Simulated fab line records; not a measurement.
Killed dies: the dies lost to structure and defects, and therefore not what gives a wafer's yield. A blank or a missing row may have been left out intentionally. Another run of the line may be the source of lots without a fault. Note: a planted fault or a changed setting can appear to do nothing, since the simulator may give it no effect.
fab line records	flow nand_harc
[record] lots = 5	wafers = 15	last_day = 24
route steps=1159 shown THIN_TSV@1153 END@1158
lots that met no fault: taken from a fault-free run of the same line
start_h: start of the lot's first displayed wafer, in hours after the record's first day	wait_h: hours from the lot's prior step to this one	" unchanged from the row above	L1.1+2: a single row standing in for several wafers	- no value, or no start was given	* or withheld: withheld	< > ~ a bound
route shown NAME@n: NAME is a module with steps in the file, n the number in the route of the first one	usual: mean and standard deviation over wafers with no fault	same: alike in all rows	chamber/n: place in a boat	sites: each site's reading	_std_site: their standard deviation	_edge_site: mean of outer sites minus mean of inner sites	radius_mm: how far each site lies from the wafer's centre	mask NAME#n: copy n	behind: the last tool/chamber to shape the wafer	hold: the reason the lot was held/the length of the hold in hours/how it ended	device: whichever transistor did not switch (one of n, p or np)	end of line: the route-end tests of the same wafers	a step with no rows: only its recipe	killed: not the wafer's yield, but the dies lost to structure and defects at the first sort	map: dies across one wafer; x = killed, . = not, _ = none there
set.NAME: the setting the step ran with; set.NAME@STEP: the setting that earlier step ran with	model.NAME: the simulator's own value behind a step, which no gauge read
certain route steps with their lots: each step a table, each wafer a row
services: from which hour (start_h, from the record's first day; less than 0 if before it) a tool's chamber was out of use, for how many hours, and why
[[steps]]
[step NHARC_THIN_TSV_STRIP_56]
[recipe] power_w = 1500	temp_c = 250	chemistry = O2
[usual] drypump_motor_current_A = 5.9/0.36	heater_power_w = 329/33
lot.wafer	tool	chamber	start_h	wait_h	drypump_motor_current_A	heater_power_w	rf_hours_counter_h
L074.2	plasma_asher-01	1	434.08	0.6	6.6	352	55
L074.1	"	0	"	"	6.5	337	55
L074.4	"	0	"	"	6.5	336	-
L084.3	plasma_asher-02	0	493.97	0.3	5.9	366	-
L084.6	"	1	"	"	5.6	289	-
L084.5	"	0	"	"	5.9	359	-
L087.2	plasma_asher-02	1	510.61	1.3	5.6	288	64
L087.4	"	0	"	"	5.9	363	-
L087.6	"	1	"	"	5.6	293	-
L085.2	plasma_asher-02	0	512.47	1.8	5.9	371	66
L085.4	"	1	"	"	5.6	293	-
L085.5	"	0	"	"	5.9	370	-
L096.2	plasma_asher-02	1	576.46	0.1	5.6	288	10
L096.3	"	1	"	"	5.6	292	-
L096.4	"	0	"	"	5.9	367	-
[step NHARC_THIN_TSV_STRIP_57]
[recipe] time_s = 1200	temp_c = 72.5	chemistry = post_etch_residue_remover
lot.wafer	tool	chamber	start_h	wait_h
L074.4+2+1	wet_bench-10	6,0,2	434.43	0.2
L084.3+5+6	wet_bench-10	1,3,5	494.19	0.2
L087.4+6+2	wet_bench-08	5,6,0	510.96	0.2
L085.5+2+4	wet_bench-10	4,5,7	512.82	0.1
L096.4+3+2	wet_bench-08	0,1,3	576.82	0.2
[step NHARC_THIN_TSV_CD_MEAS_37]
[usual] cd_nm = 4999.8/2.3
lot.wafer	tool	chamber	start_h	wait_h	cd_nm
L074.1	cd_sem-03	-	434.87	-	5000.3
L074.2	"	-	"	"	5000.5
L074.4	"	-	"	"	5001.9
L084.3	cd_sem-02	-	494.63	-	4998.0
L084.5	"	-	"	"	4999.6
L084.6	"	-	"	"	4997.2
L087.2	cd_sem-03	-	511.40	-	5002.4
L087.4	"	-	"	"	5000.2
L087.6	"	-	"	"	4998.1
L085.2	cd_sem-03	-	513.30	-	4997.6
L085.4	"	-	"	"	4997.7
L085.5	"	-	"	"	4998.7
L096.2	cd_sem-01	-	577.26	-	5003.9
L096.3	"	-	"	"	5002.9
L096.4	"	-	"	"	5004.1
[step NHARC_THIN_TSV_ANNEAL_58]
[recipe] temp_c = 400	time_s = 1800
[usual] tube_center_temp_C_max = 401.02/0.14	zone_power_top_pct = 10.9/1
lot.wafer	tool	chamber	start_h	wait_h	tube_center_temp_C_max	zone_power_top_pct
L074.1	furnace-02	0	436.48	1.6	400.94	9.7
L074.2	"	0	"	"	401.15	9.8
L074.4	"	0	"	"	400.85	10.0
L084.3	furnace-02	0	497.03	2.4	400.95	9.9
L084.5	"	0	"	"	400.97	9.7
L084.6	"	0	"	"	401.08	9.9
L087.2	furnace-04	0	513.00	1.6	401.22	11.8
L087.4	"	0	"	"	401.11	11.8
L087.6	"	0	"	"	400.98	11.9
L085.2	furnace-04	0	516.07	2.8	400.94	12.2
L085.4	"	0	"	"	401.08	11.8
L085.5	"	0	"	"	400.92	12.2
L096.2	furnace-02	0	580.26	3.0	401.15	9.7
L096.3	"	0	"	"	400.96	9.9
L096.4	"	0	"	"	401.00	9.8
[step NHARC_THIN_TSV_INSPECT_40]
[usual] raw_defect_count = 491/82
lot.wafer	tool	chamber	start_h	wait_h	raw_defect_count
L074.1	defect_inspect-01	-	437.93	0.4	443
L074.2	"	-	"	"	579
L074.4	"	-	"	"	511
L084.3	defect_inspect-01	-	498.49	0.4	470
L084.5	"	-	"	"	406
L084.6	"	-	"	"	386
L087.2	defect_inspect-01	-	514.45	0.4	428
L087.4	"	-	"	"	504
L087.6	"	-	"	"	574
L085.2	defect_inspect-01	-	517.51	0.4	418
L085.4	"	-	"	"	422
L085.5	"	-	"	"	441
L096.2	defect_inspect-02	-	581.70	0.4	545
L096.3	"	-	"	"	538
L096.4	"	-	"	"	672
[step NHARC_END_WLT_00]
[usual] VT_DECK1_BOTTOM = 0.873/0.0073	VT_DECK1_BOTTOM_INNER = 0.873/0.0069	VT_DECK1_MEDIAN_NEAR_BOTTOM = 0.875/0.007	VT_DECK1_MEDIAN_NEAR_BOTTOM_INNER = 0.874/0.0066	VT_DECK1_MIDDLE = 0.886/0.0068	VT_DECK1_MIDDLE_INNER = 0.886/0.0065	VT_DECK1_TOP = 0.896/0.0061	VT_DECK1_TOP_INNER = 0.896/0.0069
lot.wafer	tool	chamber	start_h	wait_h	VT_DECK1_BOTTOM	VT_DECK1_BOTTOM_INNER	VT_DECK1_MEDIAN_NEAR_BOTTOM	VT_DECK1_MEDIAN_NEAR_BOTTOM_INNER	VT_DECK1_MIDDLE	VT_DECK1_MIDDLE_INNER	VT_DECK1_TOP	VT_DECK1_TOP_INNER
L074.1	prober-01	-	445.71	7.8	0.874	0.863	0.878	0.869	0.889	0.888	0.903	0.890
L074.2	"	-	"	"	0.876	0.868	0.881	0.876	0.888	0.882	0.896	0.911
L074.4	"	-	447.23	9.3	0.872	0.878	0.876	0.872	0.882	0.890	0.885	0.893
L084.3	prober-01	-	500.69	2.2	0.859	0.873	0.868	0.869	0.877	0.880	0.893	0.884
L084.5	"	-	501.71	3.2	0.864	0.869	0.865	0.868	0.884	0.879	0.894	0.892
L084.6	"	-	"	"	0.865	0.878	0.875	0.875	0.880	0.882	0.887	0.886
L087.2	prober-02	-	515.74	1.3	0.874	0.871	0.875	0.877	0.889	0.888	0.896	0.895
L087.4	"	-	516.75	2.3	0.875	0.879	0.882	0.879	0.880	0.887	0.892	0.897
L087.6	"	-	517.76	3.3	0.887	0.871	0.880	0.877	0.888	0.878	0.901	0.903
L085.2	prober-01	-	522.78	5.3	0.874	0.876	0.879	0.873	0.888	0.885	0.899	0.893
L085.4	"	-	"	"	0.872	0.874	0.871	0.875	0.891	0.886	0.900	0.904
L085.5	"	-	"	"	0.883	0.875	0.879	0.874	0.879	0.892	0.892	0.905
L096.2	prober-01	-	582.25	0.6	0.861	0.867	0.871	0.876	0.876	0.881	0.892	0.883
L096.3	"	-	"	"	0.862	0.860	0.873	0.871	0.875	0.880	0.889	0.889
L096.4	"	-	"	"	0.868	0.874	0.870	0.868	0.884	0.878	0.901	0.893
[[services]]
tool	chamber	start_h	hours	kind
plasma_asher-01	-	412.84	1.7	repair
wet_bench-10	-	423.20	8.0	pm
wet_bench-10	0	431.20	-	consumable_replace:bath
wet_bench-10	0	431.20	-	consumable_replace:filter
wet_bench-10	1	431.20	-	consumable_replace:bath
wet_bench-10	1	431.20	-	consumable_replace:filter
wet_bench-10	2	431.20	-	consumable_replace:bath
wet_bench-10	2	431.20	-	consumable_replace:filter
wet_bench-10	3	431.20	-	consumable_replace:bath
wet_bench-10	3	431.20	-	consumable_replace:filter
wet_bench-10	4	431.20	-	consumable_replace:bath
wet_bench-10	4	431.20	-	consumable_replace:filter
wet_bench-10	5	431.20	-	consumable_replace:bath
wet_bench-10	5	431.20	-	consumable_replace:filter
wet_bench-10	6	431.20	-	consumable_replace:bath
wet_bench-10	6	431.20	-	consumable_replace:filter
wet_bench-10	7	431.20	-	consumable_replace:bath
plasma_asher-01	-	452.43	56.7	repair
plasma_asher-01	-	509.14	9.0	pm
plasma_asher-02	-	538.09	9.0	pm
plasma_asher-02	0	538.09	9.0	vent_cycle
plasma_asher-02	1	538.09	9.0	vent_cycle
plasma_asher-02	0	547.09	-	clean
plasma_asher-02	1	547.09	-	clean
[[key]]
fault none
